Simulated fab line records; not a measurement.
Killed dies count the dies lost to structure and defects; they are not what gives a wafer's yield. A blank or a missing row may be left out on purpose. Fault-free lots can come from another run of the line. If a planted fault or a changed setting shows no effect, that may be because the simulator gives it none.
fab line records | flow n5-finfet
record lots=4 wafers=12 last-day=17
route steps=1938 shown FIN_SAQP@114 FIN_CUT@165 BEOL_M4@1111 PASSIVATION@1936
lots untouched by any fault: they come from a run of this same line in which no faults occurred
start-h: hours from the record's first day to the start of the lot's first wafer shown | wait-h: time in hours since the lot's previous step | " unchanged from the row above | L1.1+2: several wafers, shown together as one row | - no value, or no start was given | * or withheld: withheld | < > ~ a bound
route shown NAME@n: names a module that has steps shown in the file, with the first one's number in the route | usual: the fault-free wafers' mean and standard deviation | same: alike in all rows | chamber/n: place in a boat | sites: readings site by site | _std_site: how widely they spread, as a standard deviation | _edge_site: outer sites' mean less inner sites' | radius-mm: for every site, how far away it sits from the centre of the wafer | mask NAME#n: copy n | behind: the most recent tool/chamber to have shaped the wafer | hold: what put the lot on hold/how long, in hours/how the hold closed | device: names the non-switching transistor (n, p or np) | end of line: the route-end tests of the same wafers | step lacking rows: just its recipe | killed: dies lost to structure and defects at the first sort, not the wafer's yield | map: per-die view of a wafer (x killed, . not killed, _ where there is no die)
set.NAME: the setting the step ran with; set.NAME@STEP: the setting that earlier step ran with | model.NAME: the simulator's own value behind a step, which no gauge read
lots at selected steps of the route; one table per step, one row per wafer
services: from which hour (start-h, from the record's first day; less than 0 if before it) a tool's chamber was out of use, for how many hours, and why
## steps
# step N5_FIN_SAQP_DESCUM_21
# recipe chemistry=O2 time-s=7.9 source-power-w=50 bias-power-w=20 pressure-mtorr=20 rf-frequency-hz=2.712e+07 temp-c=40 resist=CAR-ArF o2-flow-sccm=225
# step N5_FIN_SAQP_ETCH_51
# recipe chemistry=CF4 target=SiARC target-depth-a=455 mask-material=CAR-ArF time-s=75.8 ion-energy-ev=80 pressure-mtorr=40 source-w=545 bias-w=36 Ar_flow_sccm=100 cf4-flow-sccm=100 ends=cleared
# step N5_FIN_SAQP_ETCH_52
# recipe chemistry=N2/H2 target=SOC target-depth-a=1000 overetch-a=200 mask-material=SiARC temp-c=40 time-s=150 ion-energy-ev=200 pressure-mtorr=30 source-w=840 bias-w=150 n2-flow-sccm=200 h2-flow-sccm=200 ends=end-point
# step N5_FIN_SAQP_STRIP_53
# recipe chemistry=N2/H2 temp-c=40 n2-flow-sccm=200 h2-flow-sccm=200 rf-frequency-hz=6e+07
# step N5_FIN_SAQP_HM_OPEN_73
# recipe chemistry=CHF3/O2 target=SiO2 stop-on=a-Si target-depth-a=120 over-etch-frac=1.8 mask-material=SOC time-s=16.8 pressure-mtorr=30 source-w=650 bias-w=170 Ar_flow_sccm=200 CHF3_flow_sccm=50 O2_flow_sccm=5 ion-energy-ev=200 ends=end-point
# step N5_FIN_SAQP_STRIP_74
# recipe chemistry=CHF3/O2 resist=SiARC rf-frequency-hz=6e+07
# step N5_FIN_SAQP_MANDREL_ETCH_22
# recipe target-depth-a=600 chemistry=HBr/Cl2 target=a-Si stop-on=SiNx bt-time-s=10 over-etch-frac=0.5 time-s=30 pressure-mtorr=10 icp-w=800 bias-w=75 HBr_flow_sccm=150 Cl2_flow_sccm=80 ends=end-point
# step N5_FIN_SAQP_STRIP_55
# recipe chemistry=N2/H2 power-w=500 temp-c=40 pressure-mtorr=50 rf-frequency-hz=6e+07 overash-fraction=0.3 bias-power-w=28 h2-frac=0.5 n2-flow-sccm=300 h2-flow-sccm=300
# step N5_FIN_SAQP_STRIP_23
# recipe chemistry=SPM time-s=750 temp-c=130 h2so4-h2o2-vol-ratio=4
# step N5_FIN_SAQP_SRD_66
# recipe dry=ipa-marangoni time-s=30 temp-c=23 rinse-liquid=diw
# step N5_FIN_SAQP_RECESS_75
# recipe chemistry=HF/NH3 target=SiO2 target-depth-a=144 afs-cycles=3 temp-c=30 sublimation-temp-c=180 sublimation-time-s=60
# usual drypump-motor-current-A=5.7/0.48
# columns lot.wafer tool chamber start-h wait-h drypump-motor-current-A
L257.4 vapor-etch-01 0 22.54 0.1 6.3
L257.5 " 0 " " 6.4
L257.6 " 1 " " 5.6
L267.2 vapor-etch-01 0 83.75 0.0 6.4
L267.3 " 1 " " 5.6
L267.4 " 0 " " 6.4
L268.1 vapor-etch-01 0 90.10 0.0 6.4
L268.3 " 1 " " 5.6
L268.5 " 1 " " 5.6
L279.3 vapor-etch-02 1 154.31 0.1 5.0
L279.5 " 0 " " 5.7
L279.6 " 1 " " 5.0
# step N5_FIN_SAQP_SPACER1_ALD_24
# recipe material=SiO2 target-thk-a=203 temp-c=300 ald-precursor-family=BDEAS ald-co-reactant=O2-plasma pulse-time-s=1 purge-time-s=2 co-reactant-purge-time-s=2 ald-cycles=218 pressure-torr=2
# step N5_FIN_SAQP_SPACER1_ETCHBACK_25
# recipe chemistry=CHF3/O2 mode=anisotropic-etchback target=SiO2 target-depth-a=244 time-s=12.2 pressure-mtorr=30 source-w=650 bias-w=170 Ar_flow_sccm=200 CHF3_flow_sccm=50 O2_flow_sccm=5 ion-energy-ev=200
# step N5_FIN_SAQP_MANDREL1_REMOVE_56
# recipe chemistry=HBr/Cl2/O2 bt-time-s=10 target=a-Si stop-on=SiNx endpoint=OES-SiCl over-etch-frac=1 icp-w=600 bias-w=22 HBr_flow_sccm=150 Cl2_flow_sccm=80 O2_flow_sccm=5 pressure-mtorr=10
# step N5_FIN_SAQP_ETCH_57
# recipe chemistry=CH3F/O2 target=SiNx mask-material=SiO2 target-depth-a=325 time-s=46.4 pressure-mtorr=30 source-w=395 bias-w=73 Ar_flow_sccm=150 CH3F_flow_sccm=30 O2_flow_sccm=20 ion-energy-ev=120 ends=cleared
# step N5_FIN_SAQP_ETCH_65
# recipe chemistry=CF4 target=SiO2 target-depth-a=40 ion-energy-ev=350 time-s=4.4 pressure-mtorr=10 icp-w=800 bias-w=400 cf4-flow-sccm=80
# step N5_FIN_SAQP_MANDREL_ETCH_58
# recipe chemistry=HBr/Cl2 target=a-Si target-depth-a=450 bt-time-s=10 stop-on=SiNx mask-material=SiO2 over-etch-frac=0.8 time-s=27 pressure-mtorr=10 icp-w=800 bias-w=75 HBr_flow_sccm=150 Cl2_flow_sccm=80 ends=end-point
# step N5_FIN_SAQP_RECESS_63
# recipe chemistry=HF/NH3 target=SiO2 target-depth-a=180 afs-cycles=3 temp-c=30 sublimation-temp-c=180 sublimation-time-s=60
# step N5_FIN_SAQP_COAT_68
# recipe resist=SOC temp-c=250 time-s=60 spin-rpm=1500 resist-thk-nm=100
# step N5_FIN_SAQP_ETCH_69
# recipe chemistry=N2/H2 target=SOC target-depth-a=1500 stop-on=SiNx ion-energy-ev=100 bias-w=61 pressure-mtorr=30 source-w=850 n2-flow-sccm=200 h2-flow-sccm=200
# step N5_FIN_SAQP_ETCH_67
# recipe chemistry=CH3F/O2 target=SiNx target-depth-a=300 mask-material=SOC pressure-mtorr=30 source-w=395 bias-w=73 Ar_flow_sccm=150 CH3F_flow_sccm=30 O2_flow_sccm=20 ion-energy-ev=120
# step N5_FIN_SAQP_STRIP_70
# recipe chemistry=N2/H2 power-w=500 temp-c=40 pressure-mtorr=50 rf-frequency-hz=6e+07 overash-fraction=0.3 bias-power-w=28 h2-frac=0.5 n2-flow-sccm=300 h2-flow-sccm=300
# step N5_FIN_SAQP_RECESS_71
# recipe chemistry=HF/NH3 target=SiO2 target-depth-a=30 afs-cycles=1 temp-c=30 sublimation-temp-c=180 sublimation-time-s=60
# step N5_FIN_SAQP_SPACER2_ALD_28
# recipe material=SiO2 target-thk-a=81 temp-c=300 ald-precursor-family=BDEAS ald-co-reactant=O2-plasma pulse-time-s=1 purge-time-s=2 co-reactant-purge-time-s=2 pressure-torr=2
# step N5_FIN_SAQP_SPACER2_ETCHBACK_29
# recipe chemistry=CHF3/O2 mode=anisotropic-etchback target=SiO2 target-depth-a=122 time-s=6.1 pressure-mtorr=30 source-w=650 bias-w=170 Ar_flow_sccm=200 CHF3_flow_sccm=50 O2_flow_sccm=5 ion-energy-ev=200
# step N5_FIN_SAQP_MANDREL2_REMOVE_60
# recipe chemistry=HBr/Cl2/O2 bt-time-s=10 target=a-Si stop-on=SiNx endpoint=OES-SiCl over-etch-frac=1 icp-w=600 bias-w=22 HBr_flow_sccm=150 Cl2_flow_sccm=80 O2_flow_sccm=5 pressure-mtorr=10
# step N5_FIN_SAQP_HM_OPEN_33
# recipe chemistry=CH3F/O2 target=SiNx mask-material=SiO2 target-depth-a=494 time-s=70.6 pressure-mtorr=30 source-w=395 bias-w=73 Ar_flow_sccm=150 CH3F_flow_sccm=30 O2_flow_sccm=20 ion-energy-ev=120 ends=cleared
# step N5_FIN_SAQP_ETCH_34
# recipe chemistry=C4F6/O2 target=SiO2 target-depth-a=450 time-s=15 ion-energy-ev=250 pressure-mtorr=30 source-w=345 bias-w=185 Ar_flow_sccm=300 C4F6_flow_sccm=10 O2_flow_sccm=10 ends=cleared
# step N5_FIN_SAQP_STRIP_77
# recipe chemistry=N2/H2 time-s=90 power-w=100 temp-c=40 pressure-mtorr=100 rf-frequency-hz=6e+07 bias-power-w=3 n2-flow-sccm=300 h2-flow-sccm=300
# step N5_FIN_SAQP_ETCH_64
# recipe chemistry=CF4 target=SiO2 target-depth-a=15 ion-energy-ev=350 pressure-mtorr=10 icp-w=800 bias-w=400 cf4-flow-sccm=80
# step N5_FIN_SAQP_FIN_ETCH_36
# recipe chemistry=HBr/Cl2/O2 target-depth-a=1200 mask-material=SiNx time-s=50.4 bias-w=102 pressure-mtorr=10 icp-w=800 HBr_flow_sccm=150 Cl2_flow_sccm=80 O2_flow_sccm=12
# step N5_FIN_SAQP_PRECLEAN_38
# recipe chemistry=O3/DIW time-s=45 temp-c=22 o3-ppm=10
# step N5_FIN_SAQP_PRECLEAN_45
# recipe chemistry=dHF time-s=10 dilution=500:1 temp-c=25
# step N5_FIN_SAQP_SRD_39
# recipe dry=ipa-marangoni time-s=30 temp-c=23 rinse-liquid=diw
# step N5_FIN_SAQP_INSPECT_40
# recipe inspect-instrument=brightfield mode=aei
# usual raw-defect-count=236/81
# columns lot.wafer tool chamber start-h wait-h raw-defect-count
L257.4 defect-inspect-02 - 27.01 0.0 235
L257.5 " - " " 409
L257.6 " - " " 456
L267.2 defect-inspect-02 - 92.44 0.0 807
L267.3 " - " " 172
L267.4 " - " " 807
L268.1 defect-inspect-02 - 99.36 0.0 830
L268.3 " - " " 187
L268.5 " - " " 193
L279.3 defect-inspect-02 - 158.10 0.0 176
L279.5 " - " " 144
L279.6 " - " " 158
# step N5_FIN_CUT_INSPECT_10
# recipe mode=adi inspect-instrument=brightfield
# usual raw-defect-count=43/14
# columns lot.wafer tool chamber start-h wait-h raw-defect-count
L257.4 defect-inspect-01 - 27.40 0.0 63
L257.5 " - " " 93
L257.6 " - " " 81
L267.2 defect-inspect-02 - 92.95 0.0 615
L267.3 " - " " 24
L267.4 " - " " 622
L268.1 defect-inspect-01 - 99.87 0.1 689
L268.3 " - " " 34
L268.5 " - " " 36
L279.3 defect-inspect-01 - 158.49 0.0 38
L279.5 " - " " 29
L279.6 " - " " 31
# step N5_FIN_CUT_INSPECT_17
# recipe inspect-instrument=brightfield mode=aei
# usual raw-defect-count=241/83
# columns lot.wafer tool chamber start-h wait-h raw-defect-count
L257.4 defect-inspect-01 - 28.45 0.0 262
L257.5 " - " " 466
L257.6 " - " " 514
L267.2 defect-inspect-01 - 93.91 0.0 821
L267.3 " - " " 193
L267.4 " - " " 843
L268.1 defect-inspect-02 - 100.82 0.0 842
L268.3 " - " " 186
L268.5 " - " " 198
L279.3 defect-inspect-02 - 159.44 0.0 182
L279.5 " - " " 144
L279.6 " - " " 163
# step N5_BEOL_M4_RC_MEAS_101
# usual DIBL_N=36.9/1.7 DIBL_P=36.7/2.1 IOFF_N=0.17/0.032 IOFF_P=0.22/0.036 ION_N=674/12 ION_P=461/7 SS_N=71.7/0.6 SS_P=73.4/0.67 VT_N=249/3.1 VT_P=-250/3.2
# columns lot.wafer tool chamber start-h wait-h DIBL_N[mV/V] DIBL_P[mV/V] IOFF_N[nA/um] IOFF_P[nA/um] ION_N[uA/um] ION_P[uA/um] SS_N[mV/dec] SS_P[mV/dec] VT_N[mV] VT_P[mV]
L257.4 prober-01 0 169.98 0.5 34.7 33.9 0.12 0.16 660 450 71.9 72.5 257 -253
L257.5 " 0 " " 36.5 35.9 0.15 0.18 666 452 71.3 73.2 252 -253
L257.6 " 0 " " 36.2 36.0 0.15 0.19 679 462 71.5 73.2 249 -253
L268.1 prober-01 0 231.77 0.0 38.4 37.2 0.21 0.25 687 464 72.9 73.5 247 -246
L268.3 " 0 " " 37.7 35.6 0.18 0.23 672 462 72.1 72.9 251 -247
L268.5 " 0 " " 36.0 33.9 0.16 0.20 673 456 71.8 72.3 251 -250
L267.2 prober-01 0 248.76 0.2 38.3 37.0 0.20 0.23 679 462 71.8 73.1 247 -250
L267.3 " 0 " " 40.8 41.3 0.25 0.31 694 471 72.6 75.5 245 -246
L267.4 " 0 " " 37.2 36.2 0.17 0.21 675 456 71.5 73.8 249 -249
L279.3 prober-02 0 295.51 0.3 40.0 40.8 0.26 0.32 698 473 73.2 75.6 244 -245
L279.5 " 0 " " 38.0 38.5 0.20 0.27 691 468 72.0 73.5 250 -246
L279.6 " 0 " " 37.7 38.6 0.20 0.28 682 466 71.4 74.5 247 -246
# step N5_PASSIVATION_PROBE_49
# usual defect-limited-yield=91.7/1.5 killed_at_M0_to_M3=32/9.6 killed_at_M4_up=13/5.3 killed-at-contacts=12/6.8 killed-at-front-end=36/9.8 killed-at-other=4/3.1 killed-dies=98/17 killed-open=65/13 killed-short=32/8.5 sort_bin_5_function=4.9/0.93 sort_bin_6_memory=3.2/0.67 sort_bin_8_speed=0.00/0.02 sort-n-pass=1082/17 sort-yield-pct=91.7/1.4
# same gross-dies=1180 killed-at-back-side=0 sort_bin_4_leakage[%]=0
# columns lot.wafer tool chamber start-h wait-h defect-limited-yield[%] killed_at_M0_to_M3 killed_at_M4_up killed-at-contacts killed-at-front-end killed-at-other killed-dies killed-open killed-short sort_bin_5_function[%] sort_bin_6_memory[%] sort_bin_8_speed[%] sort-n-pass sort-yield-pct[%]
L268.1 prober-02 - 329.85 0.0 82.3 41 16 7 143 2 209 60 28 12.1 2.9 0 971 82.3
L267.2 prober-02 - 359.20 0.1 79.4 31 6 7 182 17 243 73 47 13.6 4.8 0 937 79.4
L267.4 prober-02 - 359.30 0.2 80.4 34 16 9 168 4 231 78 33 12.0 4.8 0 949 80.4
# killed by level:class
L268.1 FIN_SAQP:unspecified=121 BEOL_M0_SAQP:geometric-particle:short=15 BEOL_M3:geometric-particle:open=9 BEOL_M0_SAQP:geometric-particle:open=8 BEOL_M4:geometric-particle:open=7 STI_FIN_REVEAL:geometric-particle:open=6 MOL_CONTACT_COAG:geometric-particle:open=6 FIN_SAQP:geometric-particle:open=5
L267.2 FIN_SAQP:unspecified=123 FIN_SAQP:geometric-particle:short=11 MIM_TOP_ETCH:geometric-particle:short=11 FIN_SAQP:geometric-particle:open=10 GATE_CUT:geometric-particle:open=10 BEOL_M3:geometric-particle:open=10 STI_FIN_REVEAL:geometric-particle:open=7 GATE_CUT:geometric-particle:short=7
L267.4 FIN_SAQP:unspecified=120 GATE_CUT:geometric-particle:short=11 FIN_SAQP:geometric-particle:open=9 BEOL_M2:geometric-particle:open=9 FIN_SAQP:geometric-particle:short=8 GATE_CUT:geometric-particle:open=8 MOL_CONTACT_COAG:geometric-particle:open=8 BEOL_M4:geometric-particle:open=8
# map L267.2 (x killed, . not)
_________________.x...x......________________
______________.......x....x...x._____________
___________..x.....................__________
__________........x....x......x....._________
________.........................xx..x_______
_______..x...x..x......x.........x..xxx______
______.................................x_____
_____................x................x..____
____........x...............x..x...x.x...x___
___x..x........................x.x.........__
___.x..........x..x..x......x........x....x__
__x..x..........................x.....x.x.x._
__............................x.......x....._
_........................................x...
_.......x.x..x.................x.............
_......x..xx........x.....xx..x....x....x.x..
_.................xx......xx....x....x.......
_....x...................x......x.x....x...x.
_.......x...x..........x..xx.xx.....x........
_............x..x...........xx..x...x........
_.........x.x....x..x....x.x.xxx.x..........x
__..............x.x......x.xxxxxx.xxx......._
__.....x.....x............xxxxxxxxxx.x..x..._
___x...xx..........x....xxxxxxxxxxxxxx.....__
___...............x.....xxxxxxxxxxxxxx.....__
____...................xxxxxxxxxxxxx.x....___
_____......x...........xxxxxxxxxxxxxx.xx.____
______.x.x.............x.xxxxxxxxxxx.x.._____
_______......x..x......x.xx.xxxxx......______
________...x.........x...x.xxxxxx.xx.._______
__________xx..x....x......xxx..xx..._________
___________......x.....x.....x.....__________
______________...........xx....._____________
_________________.x.....xx...________________
# map L268.1 (x killed, . not)
_________________..........x.________________
______________...x.x............_____________
___________..x..............xx....x__________
__________........x................._________
________xx.................x...x..x..._______
_______..................x.............______
______......x.xx..................x....._____
_____............x...................x...____
____.x......................xx............___
___........................................__
___...x..x.................................__
__................x......x.................._
__..............x..............x...x........_
_.............x..............................
_........x...................................
_......x......x...............xx.....x.x.x...
_x..x.....x............................x.....
_...................x......x...x.....x.......
_.x.x.x...................x..xx.xx...........
_..........x...................xx............
_......xx.......x..........xx.xxxxx..........
__.x...................x.xxxxxxxxx.x.....x.._
__.......................xxxxxxxxxxxxx.x...._
___...x................xx.xxxxxxxxxx.......__
___....................xxxxxxxxxxxxxxx.....__
____...............x....xxxxxxxxxxxxx.x...___
_____........xx......x.xxxxxxxxxxxxxx....____
______...........x.....xxxxxxxxxxxxx.xxx_____
_______.x.x.x...........xxxxxxxxxxx....______
________.x............x....xxxxxxxx.x._______
__________x.xx....x...........x.xxxx_________
___________..........x.............__________
______________.................._____________
_________________x.........x.________________
## services
# columns tool chamber start-h hours kind
vapor-etch-01 - 8.34 0.2 repair
vapor-etch-02 1 14.54 6.1 repair
vapor-etch-02 - 127.05 2.8 pm
## key
first-sign step=N5_FIN_SAQP_INSPECT_40 reading=raw-defect-count direction=up sigmas=7.1 usual=236 struck=815
effect step=N5_FIN_CUT_INSPECT_10 reading=raw-defect-count direction=up sigmas=44 usual=43 struck=642
effect step=N5_FIN_CUT_INSPECT_17 reading=raw-defect-count direction=up sigmas=7.2 usual=241 struck=835
effect step=N5_PASSIVATION_PROBE_49 reading=killed-at-front-end direction=up sigmas=13 usual=36 struck=164
more-kills-born-at N5_FIN_SAQP_RECESS_75@vapor-etch-01=364
met-at N5_FIN_SAQP_RECESS_75
struck-wafers L267.2,L267.4,L268.1
onset-between 22.54 83.75
fault kind=chamber-particle-source tool=vapor-etch-01 chamber=0 onset-h=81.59 steps=N5_FIN_SAQP_RECESS_75 rate-per-visit-cm2=0.92049 end-h=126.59
